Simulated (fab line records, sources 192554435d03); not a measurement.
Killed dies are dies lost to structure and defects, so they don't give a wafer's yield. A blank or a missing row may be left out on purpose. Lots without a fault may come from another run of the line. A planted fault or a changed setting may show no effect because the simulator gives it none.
Which tool did it? | flow n5_finfet | 24 lots, 72 wafers sampled, at 6 steps of a route of 1938

WHAT THE GAUGES READ, wafer by wafer
N5_BEOL_M1_CD_MEAS_11: target cd 17.05 nm.
lot  | measured     | on        | cd_nm (nm)
L074 | day 6 15:00  | cd_sem-03 | 17.15 17.05 16.84
L075 | day 6 15:12  | cd_sem-03 | 17.09 17.37 16.84
L077 | day 6 21:00  | cd_sem-01 | 17.12 17.07 17.21
L076 | day 7 01:10  | cd_sem-03 | 16.76 17.50 17.19
L078 | day 7 01:53  | cd_sem-02 | 16.60 17.32 16.37
L080 | day 7 17:23  | cd_sem-03 | 16.55 16.72 17.06
L082 | day 7 20:20  | cd_sem-02 | 17.27 17.56 17.21
L079 | day 7 20:59  | cd_sem-02 | 17.19 16.94 17.39
L081 | day 8 00:20  | cd_sem-01 | 17.02 17.01 16.82
L083 | day 8 04:34  | cd_sem-03 | 16.86 16.59 16.40
L084 | day 8 15:53  | cd_sem-03 | 17.22 17.38 17.71
L085 | day 9 00:52  | cd_sem-02 | 17.00 16.59 16.86
L086 | day 9 03:40  | cd_sem-03 | 17.10 16.79 17.00
L087 | day 9 06:22  | cd_sem-03 | 17.04 16.80 16.89
L088 | day 9 12:59  | cd_sem-01 | 16.83 16.61 17.03
L089 | day 9 15:56  | cd_sem-03 | 17.26 17.31 17.20
L090 | day 10 05:04 | cd_sem-03 | 16.90 16.76 16.87
L091 | day 10 08:26 | cd_sem-03 | 17.04 17.10 17.08
L092 | day 10 15:29 | cd_sem-03 | 16.46 16.95 16.92
L093 | day 10 20:14 | cd_sem-01 | 17.27 17.15 16.93
L094 | day 11 04:42 | cd_sem-03 | 16.97 16.81 16.71
L096 | day 11 11:07 | cd_sem-01 | 16.83 17.25 17.36
L095 | day 11 19:52 | cd_sem-01 | 16.91 16.83 17.09
L097 | day 11 20:22 | cd_sem-01 | 17.09 17.37 16.70

N5_BEOL_M1_OVL_MEAS_29.
lot  | measured     | on         | V0_OVL (nm)
L074 | day 6 16:11  | overlay-02 | 0.1 0.3 0.0
L075 | day 6 16:56  | overlay-02 | -0.4 0.7 -1.6
L077 | day 6 22:06  | overlay-02 | -0.5 -0.3 -0.2
L076 | day 7 02:04  | overlay-01 | 0.1 1.2 1.0
L078 | day 7 02:53  | overlay-01 | -0.1 0.4 0.5
L080 | day 7 18:17  | overlay-02 | 0.7 0.6 1.7
L082 | day 7 21:29  | overlay-01 | 0.4 0.1 0.2
L079 | day 7 22:02  | overlay-02 | 0.3 1.6 0.3
L081 | day 8 01:31  | overlay-01 | 1.5 2.3 0.8
L083 | day 8 07:19  | overlay-01 | 0.1 0.4 0.8
L084 | day 8 18:08  | overlay-02 | 0.0 0.2 -0.5
L085 | day 9 02:03  | overlay-02 | -0.3 0.7 -0.4
L086 | day 9 04:35  | overlay-01 | 1.2 1.9 0.9
L087 | day 9 07:19  | overlay-02 | 0.8 0.4 -0.2
L088 | day 9 14:23  | overlay-02 | 0.0 -0.2 -0.4
L089 | day 9 17:50  | overlay-01 | 0.7 1.0 1.3
L090 | day 10 06:06 | overlay-01 | 0.0 -0.6 -0.1
L091 | day 10 09:21 | overlay-01 | -0.2 0.5 -0.2
L092 | day 10 16:29 | overlay-02 | -0.8 0.0 -0.5
L093 | day 10 21:08 | overlay-02 | 0.3 -0.4 0.8
L094 | day 11 05:44 | overlay-01 | -0.9 -0.1 -0.8
L096 | day 11 12:18 | overlay-01 | 0.5 -0.3 1.3
L095 | day 11 20:55 | overlay-01 | -0.2 -1.3 -1.0
L097 | day 11 21:30 | overlay-01 | 0.9 0.5 0.9

N5_BEOL_M2_CD_MEAS_11: target cd 16.79 nm.
lot  | measured     | on        | cd_nm (nm)
L074 | day 8 08:35  | cd_sem-02 | 16.85 17.16 16.85
L075 | day 8 09:30  | cd_sem-01 | 17.33 17.24 17.21
L077 | day 8 12:14  | cd_sem-03 | 16.77 16.76 16.70
L076 | day 8 12:46  | cd_sem-02 | 17.04 17.10 16.62
L078 | day 8 22:31  | cd_sem-02 | 16.94 17.26 16.99
L080 | day 9 12:28  | cd_sem-02 | 17.26 17.04 16.74
L082 | day 9 12:42  | cd_sem-02 | 17.22 16.88 16.81
L079 | day 9 09:34  | cd_sem-02 | 16.88 16.82 16.69
L081 | day 9 14:36  | cd_sem-01 | 16.84 17.39 16.88
L083 | day 9 20:01  | cd_sem-01 | 17.66 16.79 17.24
L084 | day 9 14:13  | cd_sem-03 | 16.66 16.96 16.83
L085 | day 10 12:51 | cd_sem-03 | 16.76 17.00 17.04
L086 | day 9 18:14  | cd_sem-03 | 17.48 17.51 17.04
L087 | day 10 16:03 | cd_sem-01 | 16.76 16.87 17.06
L088 | day 10 20:20 | cd_sem-03 | 16.60 17.06 16.83
L089 | day 11 01:11 | cd_sem-01 | 16.95 16.81 16.50
L090 | day 11 04:41 | cd_sem-01 | 16.71 17.45 17.26
L091 | day 11 05:25 | cd_sem-03 | 16.99 16.79 16.99
L092 | day 11 19:47 | cd_sem-01 | 16.64 16.70 16.86
L093 | day 11 20:19 | cd_sem-01 | 16.87 17.24 16.68
L094 | day 12 02:13 | cd_sem-03 | 16.80 16.78 17.17
L096 | day 12 02:29 | cd_sem-03 | 17.14 16.91 16.90
L095 | day 12 07:20 | cd_sem-02 | 16.93 17.01 16.53
L097 | day 12 13:02 | cd_sem-03 | 16.67 16.70 16.34

WHICH TOOL RAN EACH LOT (tool, then ch and the chambers of the sampled wafers, then the start)
lot  | N5_BEOL_M1_DESCUM_16               | N5_BEOL_M1_ETCHBACK_99             | N5_BEOL_M1_SPUTTER_81
L074 | rie_diel-02 ch 0,2,3, day 6 15:07  | rie_diel-05 ch 0,1,2, day 8 03:47  | pvd_sputter-03, day 8 05:27
L075 | rie_diel-02 ch 0,1,2, day 6 16:01  | rie_diel-06 ch 0,1,2, day 8 03:47  | pvd_sputter-01, day 8 05:40
L077 | rie_diel-02 ch 0,1,3, day 6 21:07  | rie_diel-06 ch 0,1,2, day 8 06:44  | pvd_sputter-02, day 8 08:36
L076 | rie_diel-02 ch 0,2,3, day 7 01:17  | rie_diel-06 ch 0,1,2, day 8 07:06  | pvd_sputter-03, day 8 09:22
L078 | rie_diel-06 ch 0,2,3, day 7 02:01  | rie_diel-05 ch 1,3, day 8 14:48    | pvd_sputter-03, day 8 17:04
L080 | rie_diel-06 ch 0,1,2, day 7 17:31  | rie_diel-06 ch 1,2,3, day 9 04:26  | pvd_sputter-02, day 9 07:07
L082 | rie_diel-06 ch 1,2, day 7 20:40    | rie_diel-05 ch 1,2,3, day 9 05:18  | pvd_sputter-03, day 9 07:30
L079 | rie_diel-02 ch 1,2, day 7 21:07    | rie_diel-02 ch 0,2,3, day 9 01:56  | pvd_sputter-03, day 9 04:26
L081 | rie_diel-06 ch 0,1,2, day 8 00:40  | rie_diel-06 ch 0,1,2, day 9 08:29  | pvd_sputter-02, day 9 10:35
L083 | rie_diel-06 ch 0,2, day 8 06:17    | rie_diel-02 ch 1,2,3, day 9 13:29  | pvd_sputter-03, day 9 16:16
L084 | rie_diel-05 ch 0,1,2, day 8 17:10  | rie_diel-05 ch 1,3, day 9 08:27    | pvd_sputter-03, day 9 10:30
L085 | rie_diel-05 ch 0,1,2, day 9 01:13  | rie_diel-06 ch 1,2,3, day 10 04:25 | pvd_sputter-01, day 10 07:33
L086 | rie_diel-05 ch 1,2,3, day 9 03:47  | rie_diel-05 ch 1,2,3, day 9 11:50  | pvd_sputter-02, day 9 14:06
L087 | rie_diel-06 ch 1,2, day 9 06:29    | rie_diel-02 ch 1,2,3, day 10 08:50 | pvd_sputter-01, day 10 12:58
L088 | rie_diel-02 ch 1,2,3, day 9 13:16  | rie_diel-05 ch 0,2,3, day 10 12:15 | pvd_sputter-02, day 10 14:04
L089 | rie_diel-02 ch 1,2,3, day 9 16:03  | rie_diel-02 ch 0,2,3, day 10 19:13 | pvd_sputter-01, day 10 21:20
L090 | rie_diel-06 ch 1,3, day 10 05:11   | rie_diel-02 ch 0,3, day 10 19:36   | pvd_sputter-01, day 10 23:16
L091 | rie_diel-02 ch 1,3, day 10 08:34   | rie_diel-05 ch 1,3, day 11 00:08   | pvd_sputter-03, day 11 01:52
L092 | rie_diel-02 ch 0,2,3, day 10 15:37 | rie_diel-02 ch 1,3, day 11 10:11   | pvd_sputter-01, day 11 13:38
L093 | rie_diel-06 ch 2,3, day 10 20:22   | rie_diel-05 ch 0,3, day 11 14:33   | pvd_sputter-02, day 11 16:31
L094 | rie_diel-06 ch 0,1,2, day 11 04:49 | rie_diel-05 ch 0,2,3, day 11 19:05 | pvd_sputter-01, day 11 21:25
L096 | rie_diel-06 ch 0,2, day 11 11:23   | rie_diel-06 ch 0,3, day 11 19:34   | pvd_sputter-02, day 11 21:30
L095 | rie_diel-02 ch 1,2, day 11 20:00   | rie_diel-05 ch 0,1,3, day 11 22:21 | pvd_sputter-01, day 12 00:18
L097 | rie_diel-05 ch 1,2, day 11 20:35   | rie_diel-05 ch 0,1, day 12 06:42   | pvd_sputter-03, day 12 09:16
- N5_BEOL_M1_DESCUM_16: chemistry O2, time 7 s.
- N5_BEOL_M1_ETCHBACK_99: etches SiO2 in CHF3, target depth 5 nm, time 10.4 s.
- N5_BEOL_M1_SPUTTER_81: material Cu, target thk 4.5 nm, time 8.29 s.

WHAT THE TOOLS THEMSELVES READ (means of the sampled wafers that have a number; where no wafer has one, the mark that the record gives instead)
N5_BEOL_M1_DESCUM_16.
lot  | tool        | drypump_motor_current_A (A) | oes_product_au (a.u.) | rf_vpp_V (V) | showerhead_plenum_p_Torr (Torr) | throttle_valve_pct (%)
L074 | rie_diel-02 | 5.2                         | 0.77                  | 243.1        | 2.06                            | 20.65
L075 | rie_diel-02 | 5.4                         | 0.76                  | 243.8        | 2.13                            | 20.59
L077 | rie_diel-02 | 5.6                         | 0.81                  | 243.0        | 2.08                            | 20.65
L076 | rie_diel-02 | 5.2                         | 0.77                  | 242.3        | 2.06                            | 20.65
L078 | rie_diel-06 | 5.8                         | 0.73                  | 243.0        | 2.09                            | 20.46
L080 | rie_diel-06 | 5.6                         | 0.78                  | 244.2        | 2.12                            | 20.28
L082 | rie_diel-06 | 5.6                         | 0.79                  | 244.4        | 2.16                            | 20.22
L079 | rie_diel-02 | 5.5                         | 0.76                  | 243.6        | 2.19                            | 20.45
L081 | rie_diel-06 | 5.6                         | 0.78                  | 244.6        | 2.11                            | 20.30
L083 | rie_diel-06 | 5.6                         | 0.74                  | 242.8        | 2.06                            | 20.34
L084 | rie_diel-05 | 5.6                         | 0.74                  | 244.2        | 2.11                            | 20.42
L085 | rie_diel-05 | 5.6                         | 0.74                  | 243.9        | 2.11                            | 20.43
L086 | rie_diel-05 | 5.8                         | 0.74                  | 243.4        | 2.10                            | 20.29
L087 | rie_diel-06 | 5.5                         | 0.74                  | 242.5        | 2.10                            | 20.29
L088 | rie_diel-02 | 5.7                         | 0.80                  | 244.2        | 2.14                            | 20.51
L089 | rie_diel-02 | 5.7                         | 0.80                  | 243.7        | 2.14                            | 20.51
L090 | rie_diel-06 | 5.7                         | 0.85                  | 244.1        | 2.18                            | 20.23
L091 | rie_diel-02 | 5.9                         | 0.84                  | 243.0        | 2.08                            | 20.57
L092 | rie_diel-02 | 5.2                         | 0.75                  | 241.4        | 2.05                            | 20.70
L093 | rie_diel-06 | 5.9                         | 0.86                  | 243.8        | 2.10                            | 20.32
L094 | rie_diel-06 | 5.6                         | 0.75                  | 244.7        | 2.10                            | 20.33
L096 | rie_diel-06 | 5.7                         | 0.75                  | 242.2        | 2.06                            | 20.40
L095 | rie_diel-02 | 5.5                         | 0.74                  | 243.7        | 2.18                            | 20.49
L097 | rie_diel-05 | 5.9                         | 0.74                  | 244.9        | 2.16                            | 20.34

N5_BEOL_M1_ETCHBACK_99.
lot  | tool        | drypump_motor_current_A (A) | oes_product_au (a.u.) | rf_vpp_V (V) | showerhead_plenum_p_Torr (Torr) | throttle_valve_pct (%)
L074 | rie_diel-05 | 5.6                         | 0.75                  | 241          | 2.19                            | 17.15
L075 | rie_diel-06 | 5.6                         | 0.77                  | 243          | 2.18                            | 17.00
L077 | rie_diel-06 | 5.6                         | 0.77                  | 243          | 2.18                            | 17.00
L076 | rie_diel-06 | 5.6                         | 0.77                  | 243          | 2.18                            | 17.01
L078 | rie_diel-05 | 5.6                         | 0.72                  | 237          | 2.18                            | 17.21
L080 | rie_diel-06 | 5.7                         | 0.84                  | 243          | 2.20                            | 16.92
L082 | rie_diel-05 | 5.8                         | 0.74                  | 238          | 2.19                            | 17.12
L079 | rie_diel-02 | 5.2                         | 0.75                  | 248          | 2.10                            | 17.23
L081 | rie_diel-06 | 5.6                         | 0.76                  | 243          | 2.18                            | 17.02
L083 | rie_diel-02 | 5.7                         | 0.78                  | 250          | 2.18                            | 17.04
L084 | rie_diel-05 | 5.7                         | 0.73                  | 240          | 2.12                            | 17.11
L085 | rie_diel-06 | 5.7                         | 0.82                  | 243          | 2.19                            | 16.94
L086 | rie_diel-05 | 5.8                         | 0.74                  | 238          | 2.19                            | 17.12
L087 | rie_diel-02 | 5.7                         | 0.77                  | 249          | 2.18                            | 17.06
L088 | rie_diel-05 | 5.6                         | 0.74                  | 243          | 2.12                            | 17.09
L089 | rie_diel-02 | 5.2                         | 0.74                  | 247          | 2.09                            | 17.25
L090 | rie_diel-02 | 5.1                         | 0.73                  | 250          | 2.03                            | 17.41
L091 | rie_diel-05 | 5.7                         | 0.72                  | 239          | 2.11                            | 17.13
L092 | rie_diel-02 | 6.2                         | 0.79                  | 253          | 2.19                            | 17.02
L093 | rie_diel-05 | 5.3                         | 0.71                  | 248          | 2.04                            | 17.12
L094 | rie_diel-05 | 5.6                         | 0.73                  | 243          | 2.12                            | 17.09
L096 | rie_diel-06 | 6.0                         | 0.88                  | 246          | 2.19                            | 17.11
L095 | rie_diel-05 | 5.4                         | 0.72                  | 242          | 2.11                            | 17.19
L097 | rie_diel-05 | 5.2                         | 0.71                  | 245          | 2.10                            | 17.25

N5_BEOL_M1_SPUTTER_81.
lot  | tool           | chamber_pressure_pa (Pa) | throttle_valve_pct (%)
L074 | pvd_sputter-03 | 0.07                     | 30.2
L075 | pvd_sputter-01 | 0.07                     | 29.9
L077 | pvd_sputter-02 | 0.07                     | 29.7
L076 | pvd_sputter-03 | 0.07                     | 30.5
L078 | pvd_sputter-03 | 0.07                     | 30.3
L080 | pvd_sputter-02 | 0.07                     | 30.1
L082 | pvd_sputter-03 | 0.07                     | 30.0
L079 | pvd_sputter-03 | 0.07                     | 30.7
L081 | pvd_sputter-02 | 0.07                     | 29.9
L083 | pvd_sputter-03 | 0.07                     | 30.3
L084 | pvd_sputter-03 | 0.07                     | 29.9
L085 | pvd_sputter-01 | 0.07                     | 29.6
L086 | pvd_sputter-02 | 0.07                     | 30.0
L087 | pvd_sputter-01 | 0.07                     | 29.5
L088 | pvd_sputter-02 | 0.07                     | 29.9
L089 | pvd_sputter-01 | 0.07                     | 30.1
L090 | pvd_sputter-01 | 0.07                     | 29.4
L091 | pvd_sputter-03 | 0.07                     | 29.8
L092 | pvd_sputter-01 | 0.07                     | 29.5
L093 | pvd_sputter-02 | 0.07                     | 29.8
L094 | pvd_sputter-01 | 0.07                     | 29.5
L096 | pvd_sputter-02 | 0.07                     | 29.8
L095 | pvd_sputter-01 | 0.07                     | 29.4
L097 | pvd_sputter-03 | 0.07                     | 29.3

THE ANSWER, worked out from the rows above alone
Rule: what is usual is taken from the lots themselves. Put in order of their means at a reading, lots are off if they are a third of the lots or fewer, leave a main group of 4 or more, and stand apart from it by a gap of 3 or more times the standard deviation of the main group's means; of several such gaps the widest counts. A main group whose means are all the same, to the digits that the tables above print for the reading, isn't used. A lot without any number at a reading at which 4 lots or more have one is off too. The other lots that the step has rows for count as sound. The gauges are gone through in route order, then the tools' own readings, and for those a lot's mean is taken as printed above. The first step at which some lot is off is used, and at that step the reading that is off furthest; a lot without a number counts as furthest.
No lot is off at any reading shown: from this, nothing can be told.

WHAT THE SIMULATOR HAD PUT IN
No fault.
